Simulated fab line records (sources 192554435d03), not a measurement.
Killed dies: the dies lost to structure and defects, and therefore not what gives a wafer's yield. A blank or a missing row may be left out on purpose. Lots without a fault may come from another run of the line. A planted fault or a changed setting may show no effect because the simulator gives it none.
Which tool did it? / flow n5 finfet / 11 lots with 33 wafers sampled at 3 steps, on a route of 1938 steps

== WHAT THE GAUGES SHOWED, per wafer ==
N5_BEOL_M10_CD_MEAS_11 targets a cd of 64.1 nm. Usual: cd nm reads 64.5 nm (standard deviation 0.56).
lot=L452; measured=day 11 07:20; on=cd sem-02; cd nm (nm)=64.1 65.0 64.5; flag=
lot=L456; measured=day 11 07:34; on=cd sem-02; cd nm (nm)=64.6 64.7 63.7; flag=
lot=L455; measured=day 11 07:56; on=cd sem-03; cd nm (nm)=65.3 65.4 64.5; flag=
lot=L453; measured=day 11 17:12; on=cd sem-03; cd nm (nm)=64.6 63.9 65.0; flag=
lot=L460; measured=day 13 08:25; on=cd sem-02; cd nm (nm)=64.3 64.6 65.1; flag=
lot=L462; measured=day 13 09:10; on=cd sem-01; cd nm (nm)=64.3 64.4 64.2; flag=
lot=L464; measured=day 13 18:10; on=cd sem-01; cd nm (nm)=64.6 64.3 64.6; flag=
lot=L468; measured=day 14 08:56; on=cd sem-03; cd nm (nm)=64.2 63.6 64.1; flag=
lot=L467; measured=day 14 20:36; on=cd sem-03; cd nm (nm)=63.6 64.4 64.1; flag=
lot=L472; measured=day 16 04:16; on=cd sem-03; cd nm (nm)=65.2 65.0 65.3; flag=
lot=L470; measured=day 16 04:38; on=cd sem-01; cd nm (nm)=64.2 64.8 63.9; flag=

== WHICH TOOL RAN EACH LOT (tool, then ch and the chambers of the sampled wafers, then the start) ==
lot=L452; N5_BEOL_M10_PECVD_70=pecvd-01 ch 0,1, day 11 05:18; N5_BEOL_M10_COAT_05=litho track-05 ch 0, day 11 07:05
lot=L456; N5_BEOL_M10_PECVD_70=pecvd-01 ch 0,1,2, day 11 05:34; N5_BEOL_M10_COAT_05=litho track-02 ch 0, day 11 07:11
lot=L455; N5_BEOL_M10_PECVD_70=pecvd-04 ch 0,1, day 11 07:03; N5_BEOL_M10_COAT_05=litho track-01 ch 0, day 11 07:34
lot=L453; N5_BEOL_M10_PECVD_70=pecvd-01 ch 0,1,2, day 11 14:19; N5_BEOL_M10_COAT_05=litho track-01 ch 0, day 11 16:50
lot=L460; N5_BEOL_M10_PECVD_70=pecvd-04 ch 0,2, day 13 06:05; N5_BEOL_M10_COAT_05=litho track-01 ch 0, day 13 08:03
lot=L462; N5_BEOL_M10_PECVD_70=pecvd-03 ch 0,1,2, day 13 06:19; N5_BEOL_M10_COAT_05=litho track-01 ch 0, day 13 08:47
lot=L464; N5_BEOL_M10_PECVD_70=pecvd-03 ch 1,2, day 13 16:29; N5_BEOL_M10_COAT_05=litho track-01 ch 0, day 13 17:47
lot=L468; N5_BEOL_M10_PECVD_70=pecvd-01 ch 0,1,2, day 14 07:25; N5_BEOL_M10_COAT_05=litho track-05 ch 0, day 14 08:42
lot=L467; N5_BEOL_M10_PECVD_70=pecvd-04 ch 0,1,2, day 14 18:34; N5_BEOL_M10_COAT_05=litho track-01 ch 0, day 14 19:10
lot=L472; N5_BEOL_M10_PECVD_70=pecvd-04 ch 1,2, day 16 01:56; N5_BEOL_M10_COAT_05=litho track-05 ch 0, day 16 04:01
lot=L470; N5_BEOL_M10_PECVD_70=pecvd-03 ch 1,2, day 16 02:27; N5_BEOL_M10_COAT_05=litho track-02 ch 0, day 16 04:16
- N5_BEOL_M10_PECVD_70: deposits SiO2 from TEOS/O2, target thk 20 nm, time 22.7 s.
- N5_BEOL_M10_COAT_05: resist thk 90 nm.

== WHAT THE TOOLS THEMSELVES READ (means of the sampled wafers that have a number; where no wafer has one, the mark that the record gives instead) ==
N5_BEOL_M10_PECVD_70. Usual: heater power w 722 W, standard deviation 110; rf fwd power W 445.0 W, standard deviation 1.8; showerhead plenum p Torr 8.79 Torr, standard deviation 0.051; throttle valve pct 22.9 %, standard deviation 1.6.
lot=L452; tool=pecvd-01; heater power w (W)=898; rf fwd power W (W)=446.0; showerhead plenum p Torr (Torr)=8.76; throttle valve pct (%)=24.4; flag=
lot=L456; tool=pecvd-01; heater power w (W)=800; rf fwd power W (W)=445.3; showerhead plenum p Torr (Torr)=8.76; throttle valve pct (%)=23.0; flag=
lot=L455; tool=pecvd-04; heater power w (W)=642; rf fwd power W (W)=447.0; showerhead plenum p Torr (Torr)=8.83; throttle valve pct (%)=24.3; flag=
lot=L453; tool=pecvd-01; heater power w (W)=754; rf fwd power W (W)=444.1; showerhead plenum p Torr (Torr)=8.77; throttle valve pct (%)=22.9; flag=
lot=L460; tool=pecvd-04; heater power w (W)=515; rf fwd power W (W)=445.9; showerhead plenum p Torr (Torr)=8.78; throttle valve pct (%)=23.4; flag=
lot=L462; tool=pecvd-03; heater power w (W)=692; rf fwd power W (W)=445.4; showerhead plenum p Torr (Torr)=8.82; throttle valve pct (%)=22.1; flag=
lot=L464; tool=pecvd-03; heater power w (W)=752; rf fwd power W (W)=444.1; showerhead plenum p Torr (Torr)=8.89; throttle valve pct (%)=21.6; flag=
lot=L468; tool=pecvd-01; heater power w (W)=750; rf fwd power W (W)=444.1; showerhead plenum p Torr (Torr)=8.75; throttle valve pct (%)=23.2; flag=
lot=L467; tool=pecvd-04; heater power w (W)=633; rf fwd power W (W)=444.0; showerhead plenum p Torr (Torr)=8.82; throttle valve pct (%)=23.4; flag=
lot=L472; tool=pecvd-04; heater power w (W)=705; rf fwd power W (W)=443.6; showerhead plenum p Torr (Torr)=8.81; throttle valve pct (%)=22.0; flag=
lot=L470; tool=pecvd-03; heater power w (W)=658; rf fwd power W (W)=445.2; showerhead plenum p Torr (Torr)=8.86; throttle valve pct (%)=22.3; flag=

N5_BEOL_M10_COAT_05. Usual: chill plate temp C 22.98 C, standard deviation 0.097; spin speed rpm 1500.2 rpm, standard deviation 1.
lot=L452; tool=litho track-05; chill plate temp C (C)=22.87; spin speed rpm (rpm)=1498.9; flag=
lot=L456; tool=litho track-02; chill plate temp C (C)=22.97; spin speed rpm (rpm)=1499.4; flag=
lot=L455; tool=litho track-01; chill plate temp C (C)=23.04; spin speed rpm (rpm)=1500.1; flag=
lot=L453; tool=litho track-01; chill plate temp C (C)=22.98; spin speed rpm (rpm)=1499.5; flag=
lot=L460; tool=litho track-01; chill plate temp C (C)=23.06; spin speed rpm (rpm)=1500.6; flag=
lot=L462; tool=litho track-01; chill plate temp C (C)=23.04; spin speed rpm (rpm)=1499.9; flag=
lot=L464; tool=litho track-01; chill plate temp C (C)=22.97; spin speed rpm (rpm)=1348.2; flag=OFF
lot=L468; tool=litho track-05; chill plate temp C (C)=22.97; spin speed rpm (rpm)=1501.5; flag=
lot=L467; tool=litho track-01; chill plate temp C (C)=22.98; spin speed rpm (rpm)=1347.9; flag=OFF
lot=L472; tool=litho track-05; chill plate temp C (C)=22.90; spin speed rpm (rpm)=1501.7; flag=
lot=L470; tool=litho track-02; chill plate temp C (C)=23.06; spin speed rpm (rpm)=1499.7; flag=

== THE ANSWER, worked out from the rows above alone ==
Rule: a lot counts as off when the mean over its wafers that have a number is more than 3 standard deviations away from the usual mean. Also off: a lot with no number at a reading for which 4 or more lots have one. All remaining lots with rows at the step are treated as sound. The gauges are gone through in route order, then the tools' own readings, and for those a lot's mean is taken as printed above. The first step at which some lot is off is used, and at that step the reading that is off furthest; a lot without a number counts as furthest.
Off: L464, L467 (N5_BEOL_M10_COAT_05, spin speed rpm).
If a tool, at that step or one of the process steps before it, ran each lot that is off and ran no sound lot following the first of them, it fits. One fits: N5_BEOL_M10_COAT_05 on litho track-01. Its last sound lot is L462 (day 13 08:47), its first lot that is off L464 (day 13 17:47): a fault that began between those two fits.
On the lots that are off, the tool's own readings at N5_BEOL_M10_COAT_05 differ by more than 5 times the standard deviation of the sound lots' means, which bears it out; spin speed rpm reads 1348.1 rpm there versus 1500.1 rpm on the sound lots.

== WHAT THE SIMULATOR PUT IN ==
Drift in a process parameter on litho track-01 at N5_BEOL_M10_COAT_05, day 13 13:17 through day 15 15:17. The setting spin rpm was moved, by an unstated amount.
Struck lots among those shown: L464, L467. The rule given above showed the same thing.
